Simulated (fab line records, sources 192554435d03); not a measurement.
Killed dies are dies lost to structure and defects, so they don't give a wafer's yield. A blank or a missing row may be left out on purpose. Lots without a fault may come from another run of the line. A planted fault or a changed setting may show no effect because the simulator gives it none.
Chamber matching | flow n5_finfet | N5_BEOL_M5_ETCH_61 on rie_diel-01: 4 sister chambers
The step etches SiARC in CF4, target depth 15.6 nm, time 26 s. 8 wafers are shown with their chamber, then 9 later ones without.

WAFERS WITH THEIR CHAMBER
wafer  | chamber | drypump_motor_current_A (A) | throttle_valve_pct (%)
L079.6 | 0       | 5.4                         | 15.86
L080.4 | 0       | 5.3                         | 15.87
L080.5 | 2       | 5.6                         | 15.46
L083.2 | 2       | 5.6                         | 15.48
L085.3 | 1       | 6.4                         | 15.45
L088.3 | 1       | 6.4                         | 15.47
L088.4 | 3       | 5.9                         | 15.56
L088.6 | 3       | 5.9                         | 15.56

WAFERS WITHOUT THEIR CHAMBER
wafer  | drypump_motor_current_A (A) | throttle_valve_pct (%)
L089.3 | 6.5                         | 15.47
L089.4 | 5.9                         | 15.56
L089.6 | 5.4                         | 15.89
L090.2 | 6.4                         | 15.49
L090.4 | 5.3                         | 15.90
L090.6 | 5.4                         | 15.91
L091.1 | 6.4                         | 15.48
L091.3 | 5.4                         | 15.90
L091.6 | 6.4                         | 15.49

WHICH CHAMBER EACH WENT THROUGH
wafer  | from the rows above | in truth
L089.3 | 1                   | 1
L089.4 | 3                   | 3
L089.6 | 0                   | 0
L090.2 | 1                   | 1
L090.4 | 0                   | 0
L090.6 | 0                   | 0
L091.1 | 1                   | 1
L091.3 | 0                   | 0
L091.6 | 1                   | 1
Placed correctly: 9 of 9. Can't be placed from these rows: 0. Placed wrongly: 0.
How it was worked out, from the rows above alone: a wafer's distance from a chamber is the root of the sum, over the readings, of the square of ((its reading less the chamber's mean) divided by the reading's scatter). The wafer belongs to the nearest chamber; if the next one is less than 2 further off, it can't be placed. A chamber's mean is the mean of its shown wafers. The scatter: the root of (the sum of the squares of (reading less its chamber's mean) over the shown wafers, divided by (wafers less chambers)).
